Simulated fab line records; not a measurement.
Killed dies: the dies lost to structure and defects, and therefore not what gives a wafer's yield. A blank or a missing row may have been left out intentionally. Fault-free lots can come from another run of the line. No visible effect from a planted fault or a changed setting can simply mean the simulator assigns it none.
fab line records ; flow nandHarc
[record] lots = 6; wafers = 16; lastDay = 32
route steps=1302 shown A_ONON_D2@552 END@1302
lots that met no fault: taken from a fault-free run of the same line
startH: hours from the record's first day to the start of the lot's first wafer shown ; waitH: hours from the lot's prior step to this one ; " repeats the value in the row above ; L1.1+2: several wafers, shown together as one row ; - no value present, or no start provided ; * or withheld: withheld ; < > ~ a bound
route shown NAME@n: NAME is a module with steps in the file, n the number in the route of the first one ; usual: the fault-free wafers' mean and standard deviation ; same: alike in all rows ; chamber/n: place in a boat ; sites: readings site by site ; _std_site: the standard deviation of these ; _edge_site: outer sites' mean less inner sites' ; radiusMm: for every site, how far away it sits from the centre of the wafer ; mask NAME#n: copy n ; behind: the tool/chamber that last shaped the wafer ; hold: why the lot was held/for how many hours/how that ended ; device: the n, p or np transistor that did not switch ; end of line: at the end of the route, the tests of the same wafers ; a step given without rows: its recipe and nothing more ; killed: not the wafer's yield, but the dies lost to structure and defects at the first sort ; map: the dies of a wafer, with x for killed, . for not killed, _ for no die there
set.NAME: setting as actually run; set.NAME@STEP: the setting as run at that earlier step ; model.NAME: the simulator's own value behind a step, which no gauge read
lots at selected steps of the route; one table per step, one row per wafer
services: a tool's chamber out of use, with start hour (startH, from the record's first day; less than 0 if before it), hours out, and reason
[[steps]]
[step NHARC_A_ONON_D2_THK_MEAS_11]
[recipe] thkMeasGauge = ellipsometry
[usual] thkNm = 998/11
lot.wafer;tool;chamber;startH;waitH;thkNm
L445.2;filmMetro-02;-;346.86;-;1008
L445.4;filmMetro-02;-;346.86;-;1007
L445.5;filmMetro-02;-;346.86;-;1007
L447.1;filmMetro-01;-;363.29;-;996
L447.3;filmMetro-01;-;363.29;-;997
L447.6;filmMetro-01;-;363.29;-;996
L456.2;filmMetro-02;-;458.36;-;1015
L456.4;filmMetro-02;-;458.36;-;1017
L457.2;filmMetro-01;-;465.14;-;1005
L457.6;filmMetro-01;-;465.14;-;1006
L459.3;filmMetro-02;-;486.20;-;1007
L459.4;filmMetro-02;-;486.20;-;1009
L459.5;filmMetro-02;-;486.20;-;1008
L460.1;filmMetro-01;-;498.64;-;986
L460.3;filmMetro-01;-;498.64;-;983
L460.4;filmMetro-01;-;498.64;-;984
[step NHARC_A_ONON_D2_DEP_12]
[recipe] targetThkA = 10000; n2FlowSccm = 2750; n2oFlowSccm = 2000; nh3FlowSccm = 500; sih4FlowSccm = 210; tempC = 400
[step NHARC_A_ONON_D2_THK_MEAS_14]
[recipe] thkMeasGauge = ellipsometry
[usual] thkNm = 998/11
lot.wafer;tool;chamber;startH;waitH;thkNm
L445.2;filmMetro-01;-;347.42;-;1014
L445.4;filmMetro-01;-;347.42;-;1014
L445.5;filmMetro-01;-;347.42;-;1013
L447.1;filmMetro-01;-;363.86;-;1001
L447.3;filmMetro-01;-;363.86;-;999
L447.6;filmMetro-01;-;363.86;-;1000
L456.2;filmMetro-02;-;458.93;-;993
L456.4;filmMetro-02;-;458.93;-;993
L457.2;filmMetro-02;-;465.71;-;1001
L457.6;filmMetro-02;-;465.71;-;1002
L459.3;filmMetro-02;-;486.77;-;985
L459.4;filmMetro-02;-;486.77;-;986
L459.5;filmMetro-02;-;486.77;-;986
L460.1;filmMetro-02;-;499.20;-;993
L460.3;filmMetro-02;-;499.20;-;993
L460.4;filmMetro-02;-;499.20;-;992
[step NHARC_A_ONON_D2_ANNEAL_15]
[recipe] tempC = 750; timeS = 3600
[step NHARC_A_ONON_D2_DEP_16]
[recipe] targetThkA = 10000; n2FlowSccm = 2750; n2oFlowSccm = 2000; nh3FlowSccm = 500; sih4FlowSccm = 210; tempC = 400
[step NHARC_A_ONON_D2_THK_MEAS_18]
[recipe] thkMeasGauge = ellipsometry
[usual] thkNm = 999/7.4
lot.wafer;tool;chamber;startH;waitH;thkNm
L445.2;filmMetro-01;-;355.50;-;998
L445.4;filmMetro-01;-;355.50;-;996
L445.5;filmMetro-01;-;355.50;-;997
L447.1;filmMetro-02;-;373.64;-;997
L447.3;filmMetro-02;-;373.64;-;998
L447.6;filmMetro-02;-;373.64;-;998
L456.2;filmMetro-02;-;466.62;-;992
L456.4;filmMetro-02;-;466.62;-;990
L457.2;filmMetro-02;-;476.28;-;999
L457.6;filmMetro-02;-;476.28;-;1001
L459.3;filmMetro-02;-;494.06;-;995
L459.4;filmMetro-02;-;494.06;-;996
L459.5;filmMetro-02;-;494.06;-;996
L460.1;filmMetro-02;-;506.68;-;987
L460.3;filmMetro-02;-;506.68;-;989
L460.4;filmMetro-02;-;506.68;-;987
[step NHARC_A_ONON_D2_DEP_19]
[recipe] targetThkA = 10000; n2FlowSccm = 2750; n2oFlowSccm = 2000; nh3FlowSccm = 500; sih4FlowSccm = 210; tempC = 400
[step NHARC_A_ONON_D2_THK_MEAS_21]
[recipe] thkMeasGauge = ellipsometry
[usual] thkNm = 1001/10
lot.wafer;tool;chamber;startH;waitH;thkNm
L445.2;filmMetro-02;-;356.07;-;993
L445.4;filmMetro-02;-;356.07;-;992
L445.5;filmMetro-02;-;356.07;-;993
L447.1;filmMetro-01;-;374.21;-;1005
L447.3;filmMetro-01;-;374.21;-;1006
L447.6;filmMetro-01;-;374.21;-;1005
L456.2;filmMetro-01;-;467.19;-;977
L456.4;filmMetro-01;-;467.19;-;977
L457.2;filmMetro-01;-;476.84;-;984
L457.6;filmMetro-01;-;476.84;-;986
L459.3;filmMetro-02;-;494.65;-;989
L459.4;filmMetro-02;-;494.65;-;988
L459.5;filmMetro-02;-;494.65;-;987
L460.1;filmMetro-01;-;507.24;-;1002
L460.3;filmMetro-01;-;507.24;-;1003
L460.4;filmMetro-01;-;507.24;-;1002
[step NHARC_A_ONON_D2_DEP_22]
[recipe] targetThkA = 10000; n2FlowSccm = 2750; n2oFlowSccm = 2000; nh3FlowSccm = 500; sih4FlowSccm = 210; tempC = 400
[step NHARC_A_ONON_D2_THK_MEAS_24]
[recipe] thkMeasGauge = ellipsometry
[usual] thkNm = 1000/11
lot.wafer;tool;chamber;startH;waitH;thkNm
L445.2;filmMetro-01;-;356.63;-;988
L445.4;filmMetro-01;-;356.63;-;987
L445.5;filmMetro-01;-;356.63;-;988
L447.1;filmMetro-01;-;374.78;-;1011
L447.3;filmMetro-01;-;374.78;-;1012
L447.6;filmMetro-01;-;374.78;-;1013
L456.2;filmMetro-02;-;467.75;-;1006
L456.4;filmMetro-02;-;467.75;-;1006
L457.2;filmMetro-02;-;477.41;-;1002
L457.6;filmMetro-02;-;477.41;-;1003
L459.3;filmMetro-01;-;495.22;-;1006
L459.4;filmMetro-01;-;495.22;-;1008
L459.5;filmMetro-01;-;495.22;-;1008
L460.1;filmMetro-01;-;507.82;-;994
L460.3;filmMetro-01;-;507.82;-;993
L460.4;filmMetro-01;-;507.82;-;995
[step NHARC_A_ONON_D2_DEP_25]
[recipe] targetThkA = 10000; n2FlowSccm = 2750; n2oFlowSccm = 2000; nh3FlowSccm = 500; sih4FlowSccm = 210; tempC = 400
[step NHARC_A_ONON_D2_THK_MEAS_27]
[recipe] thkMeasGauge = ellipsometry
[usual] thkNm = 1000/7.9
lot.wafer;tool;chamber;startH;waitH;thkNm
L445.2;filmMetro-02;-;357.19;-;1004
L445.4;filmMetro-02;-;357.19;-;1006
L445.5;filmMetro-02;-;357.19;-;1005
L447.1;filmMetro-01;-;375.34;-;1000
L447.3;filmMetro-01;-;375.34;-;1002
L447.6;filmMetro-01;-;375.34;-;1002
L456.2;filmMetro-01;-;468.31;-;1009
L456.4;filmMetro-01;-;468.31;-;1006
L457.2;filmMetro-02;-;477.98;-;1013
L457.6;filmMetro-02;-;477.98;-;1012
L459.3;filmMetro-02;-;495.79;-;989
L459.4;filmMetro-02;-;495.79;-;988
L459.5;filmMetro-02;-;495.79;-;990
L460.1;filmMetro-01;-;508.38;-;1003
L460.3;filmMetro-01;-;508.38;-;1002
L460.4;filmMetro-01;-;508.38;-;1002
[step NHARC_A_ONON_D2_DEP_28]
[recipe] targetThkA = 10000; n2FlowSccm = 2750; n2oFlowSccm = 2000; nh3FlowSccm = 500; sih4FlowSccm = 210; tempC = 400
lot.wafer;tool;chamber;startH;waitH
L445.2+4+5;pecvdOnon-03;0;357.31;0.1
L447.1+3+6;pecvdOnon-04;0;375.39;0.1
L456.2+4;pecvdOnon-04;0;468.43;0.1
L457.2+6;pecvdOnon-04;0;478.09;0.1
L459.3+4+5;pecvdOnon-02;0;495.96;0.2
L460.1+3+4;pecvdOnon-02;0;508.44;0.1
[step NHARC_A_ONON_D2_THK_MEAS_30]
[recipe] thkMeasGauge = ellipsometry
[usual] thkNm = 1001/5.5
lot.wafer;tool;chamber;startH;waitH;thkNm
L445.2;filmMetro-01;-;357.76;-;996
L445.4;filmMetro-01;-;357.76;-;994
L445.5;filmMetro-01;-;357.76;-;995
L447.1;filmMetro-01;-;375.91;-;1007
L447.3;filmMetro-01;-;375.91;-;1007
L447.6;filmMetro-01;-;375.91;-;1005
L456.2;filmMetro-01;-;468.88;-;754
L456.4;filmMetro-01;-;468.88;-;752
L457.2;filmMetro-02;-;478.55;-;754
L457.6;filmMetro-02;-;478.55;-;1008
L459.3;filmMetro-02;-;496.35;-;998
L459.4;filmMetro-02;-;496.35;-;996
L459.5;filmMetro-02;-;496.35;-;999
L460.1;filmMetro-01;-;508.95;-;997
L460.3;filmMetro-01;-;508.95;-;999
L460.4;filmMetro-01;-;508.95;-;998
[step NHARC_A_ONON_D2_DEP_33]
[recipe] targetThkA = 2000; tempC = 400; pressureTorr = 6.5; rfW = 900; teosFlowSccm = 161.4; flowSccm = 2650; targetThkNm = 200; gas = O2; material = SiO2
[usual] heaterPowerW = 556/98; throttleValvePct = 15.9/0.43
lot.wafer;tool;chamber;startH;waitH;heaterPowerW;throttleValvePct
L445.2;pecvd-03;1;357.90;0.1;591;16.5
L445.5;pecvd-03;0;357.90;0.1;546;15.9
L445.4;pecvd-03;1;357.90;0.1;594;16.1
L447.1;pecvd-04;0;375.97;0.1;488;16.5
L447.3;pecvd-04;1;375.97;0.1;556;15.8
L447.6;pecvd-04;0;375.97;0.1;480;16.5
L456.2;pecvd-04;2;468.94;0.1;597;15.0
L456.4;pecvd-04;2;468.94;0.1;597;15.2
L457.2;pecvd-01;2;478.65;0.1;618;15.7
L457.6;pecvd-01;1;478.65;0.1;434;16.2
L459.3;pecvd-04;1;496.62;0.3;574;15.0
L459.5;pecvd-04;0;496.62;0.3;549;16.5
L459.4;pecvd-04;2;496.62;0.3;580;15.3
L460.1;pecvd-03;0;509.25;0.3;522;16.7
L460.3;pecvd-03;2;509.25;0.3;508;15.9
L460.4;pecvd-03;0;509.25;0.3;528;16.8
[step NHARC_END_SORT_01]
[recipe] tempC = 25
[usual] killedAtArray = 55/12; killedAtOther = 1.0/1.2; killedAtPeriphery = 3.9/2.6; killedDies = 60/12; killedOpen = 3.3/1.9; killedShort = 2.5/1.8
[same] grossDies = 677
lot.wafer;tool;chamber;startH;waitH;killedAtArray;killedAtOther;killedAtPeriphery;killedDies;killedOpen;killedShort
L445.2;prober-01;0;632.20;2.8;43;2;7;52;1;3
L445.4;prober-01;0;633.78;3.4;49;2;2;53;2;1
L445.5;prober-01;0;634.58;3.7;59;1;7;67;3;4
L456.2;prober-02;0;730.02;2.8;669;0;8;677;1;2
L456.4;prober-02;0;731.63;3.4;674;0;3;677;5;4
L457.2;prober-02;0;745.90;2.8;676;0;1;677;0;2
// killed by level:class
L445.2 A_CHANNEL_HOLE_D1:chamberFilmFlake=24 A_CHANNEL_HOLE_D2:chamberFilmFlake=10 P_BONDPAD:chamberFilmFlake=4 P_ZERO_WELL:chamberFilmFlake=2 THIN_TSV:chamberFilmFlake=2 A_ONON_D1:geometricParticle:open=1 A_ONON_D1:geometricParticle:short=1 A_DECK1_JOINT:geometricParticle:short=1
L445.4 A_CHANNEL_HOLE_D1:chamberFilmFlake=22 A_CHANNEL_HOLE_D2:chamberFilmFlake=12 P_BONDPAD:chamberFilmFlake=2 A_CHANNEL_FILL_D2:chamberFilmFlake=2 A_WL_FILL:chamberFilmFlake=2 A_CONTACT:chamberFilmFlake=2 THIN_TSV:chamberFilmFlake=2 A_CHANNEL_FILL_D1:geometricParticle:open=1
L445.5 A_CHANNEL_HOLE_D1:chamberFilmFlake=24 A_CHANNEL_HOLE_D2:chamberFilmFlake=17 A_WL_FILL:chamberFilmFlake=4 P_BONDPAD:chamberFilmFlake=3 A_CONTACT:chamberFilmFlake=3 A_BONDPAD:chamberFilmFlake=3 A_ONON_D1:geometricParticle:short=2 P_STI:chamberFilmFlake=2
L456.2 A_ONON_D2:areaDep=620 A_SLIT:chamberFilmFlake=34 A_CHANNEL_HOLE_D1:chamberFilmFlake=8 P_M1:chamberFilmFlake=6 A_CONTACT:chamberFilmFlake=4 P_M1:geometricParticle:short=1 A_ONON_D2:geometricParticle:short=1 A_WL_FILL:geometricParticle:open=1
L456.4 A_ONON_D2:areaDep=613 A_SLIT:chamberFilmFlake=33 A_CHANNEL_HOLE_D1:chamberFilmFlake=11 A_STAIRCASE:chamberFilmFlake=5 A_CONTACT:chamberFilmFlake=3 A_ONON_D1:geometricParticle:short=2 P_M1:geometricParticle:open=1 P_M1:geometricParticle:short=1
L457.2 A_ONON_D2:areaDep=641 A_CHANNEL_HOLE_D1:chamberFilmFlake=14 A_CONTACT:chamberFilmFlake=10 A_STAIRCASE:chamberFilmFlake=4 A_SLIT:chamberFilmFlake=3 A_DECK1_JOINT:geometricParticle:short=1 A_ONON_D2:geometricParticle:short=1 P_ZERO_WELL:chamberFilmFlake=1
// map L456.2 (x killed, . not)
____________x____________
_________xxxxxxx_________
_______xxxxxxxxxxx_______
______xxxxxxxxxxxxx______
_____xxxxxxxxxxxxxxx_____
____xxxxxxxxxxxxxxxxx____
____xxxxxxxxxxxxxxxxx____
___xxxxxxxxxxxxxxxxxxx___
___xxxxxxxxxxxxxxxxxxx___
__xxxxxxxxxxxxxxxxxxxxx__
__xxxxxxxxxxxxxxxxxxxxx__
_xxxxxxxxxxxxxxxxxxxxxxx_
_xxxxxxxxxxxxxxxxxxxxxxx_
_xxxxxxxxxxxxxxxxxxxxxxx_
_xxxxxxxxxxxxxxxxxxxxxxx_
_xxxxxxxxxxxxxxxxxxxxxxx_
xxxxxxxxxxxxxxxxxxxxxxxxx
xxxxxxxxxxxxxxxxxxxxxxxxx
xxxxxxxxxxxxxxxxxxxxxxxxx
xxxxxxxxxxxxxxxxxxxxxxxxx
xxxxxxxxxxxxxxxxxxxxxxxxx
_xxxxxxxxxxxxxxxxxxxxxxx_
_xxxxxxxxxxxxxxxxxxxxxxx_
_xxxxxxxxxxxxxxxxxxxxxxx_
_xxxxxxxxxxxxxxxxxxxxxxx_
_xxxxxxxxxxxxxxxxxxxxxxx_
__xxxxxxxxxxxxxxxxxxxxx__
__xxxxxxxxxxxxxxxxxxxxx__
___xxxxxxxxxxxxxxxxxxx___
___xxxxxxxxxxxxxxxxxxx___
____xxxxxxxxxxxxxxxxx____
____xxxxxxxxxxxxxxxxx____
_____xxxxxxxxxxxxxxx_____
______xxxxxxxxxxxxx______
_______xxxxxxxxxxx_______
_________xxxxxxx_________
____________x____________
// map L457.2 (x killed, . not)
____________x____________
_________xxxxxxx_________
_______xxxxxxxxxxx_______
______xxxxxxxxxxxxx______
_____xxxxxxxxxxxxxxx_____
____xxxxxxxxxxxxxxxxx____
____xxxxxxxxxxxxxxxxx____
___xxxxxxxxxxxxxxxxxxx___
___xxxxxxxxxxxxxxxxxxx___
__xxxxxxxxxxxxxxxxxxxxx__
__xxxxxxxxxxxxxxxxxxxxx__
_xxxxxxxxxxxxxxxxxxxxxxx_
_xxxxxxxxxxxxxxxxxxxxxxx_
_xxxxxxxxxxxxxxxxxxxxxxx_
_xxxxxxxxxxxxxxxxxxxxxxx_
_xxxxxxxxxxxxxxxxxxxxxxx_
xxxxxxxxxxxxxxxxxxxxxxxxx
xxxxxxxxxxxxxxxxxxxxxxxxx
xxxxxxxxxxxxxxxxxxxxxxxxx
xxxxxxxxxxxxxxxxxxxxxxxxx
xxxxxxxxxxxxxxxxxxxxxxxxx
_xxxxxxxxxxxxxxxxxxxxxxx_
_xxxxxxxxxxxxxxxxxxxxxxx_
_xxxxxxxxxxxxxxxxxxxxxxx_
_xxxxxxxxxxxxxxxxxxxxxxx_
_xxxxxxxxxxxxxxxxxxxxxxx_
__xxxxxxxxxxxxxxxxxxxxx__
__xxxxxxxxxxxxxxxxxxxxx__
___xxxxxxxxxxxxxxxxxxx___
___xxxxxxxxxxxxxxxxxxx___
____xxxxxxxxxxxxxxxxx____
____xxxxxxxxxxxxxxxxx____
_____xxxxxxxxxxxxxxx_____
______xxxxxxxxxxxxx______
_______xxxxxxxxxxx_______
_________xxxxxxx_________
____________x____________
[[services]]
tool;chamber;startH;hours;kind
pecvd-04;-;337.53;2.8;repair
pecvd-04;2;347.69;5.7;repair
pecvdOnon-02;-;366.03;13.0;pm
pecvd-03;-;366.06;13.0;pm
pecvd-03;0;366.06;13.0;ventCycle
pecvd-03;1;366.06;13.0;ventCycle
pecvd-03;2;366.06;13.0;ventCycle
pecvd-03;0;379.06;-;clean
pecvd-03;1;379.06;-;clean
pecvd-03;2;379.06;-;clean
pecvdOnon-03;-;408.00;13.0;pm
pecvd-01;-;424.07;3.4;repair
pecvd-04;-;450.44;13.0;pm
pecvd-04;0;450.44;13.0;ventCycle
pecvd-04;1;450.44;13.0;ventCycle
pecvd-04;2;450.44;13.0;ventCycle
pecvd-04;0;463.44;-;clean
pecvd-04;1;463.44;-;clean
pecvd-04;2;463.44;-;clean
pecvdOnon-04;-;481.16;3.3;repair
pecvd-01;-;492.00;13.0;pm
pecvd-01;0;492.00;13.0;ventCycle
pecvdOnon-04;-;492.52;13.0;pm
pecvd-04;1;506.66;11.5;repair
[[key]]
[firstSign] step = NHARC_A_ONON_D2_THK_MEAS_30; reading = thkNm; direction = down; sigmas = 45; usual = 1001; struck = 753
[effect] step = NHARC_END_SORT_01; reading = killedDies; direction = up; sigmas = 52; usual = 60; struck = 677
[moreKillsBornAt] NHARC_A_ONON_D2_DEP_28@pecvdOnon-04 = 1874
metAt NHARC_A_ONON_D2_DEP_28
struckWafers L456.2,L456.4,L457.2
laterRowsLeftOut L456.2,L456.4,L457.2
testerLeftOut L456,L457
onsetBetween 375.39 468.43
[fault] kind = processParameterDrift; tool = pecvdOnon-04; chamber = -; onsetH = 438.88; steps = NHARC_A_ONON_D2_DEP_28; channel = targetThkA; offset = *; shape = step; endH = 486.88; scope = struckWafersOnly; actsIn = *; stated = *
// testerLeftOut: of these lots the tester's yield and bins aren't shown, on N5 and GAA mostly nor the transistor test; their killed dies are dies lost to structure and defects alone, not to doping, threshold or leakage, so they don't give the yield
// laterRowsLeftOut: the simulator's readings of these wafers behind a module that went badly wrong aren't trusted and aren't shown, but for the sort
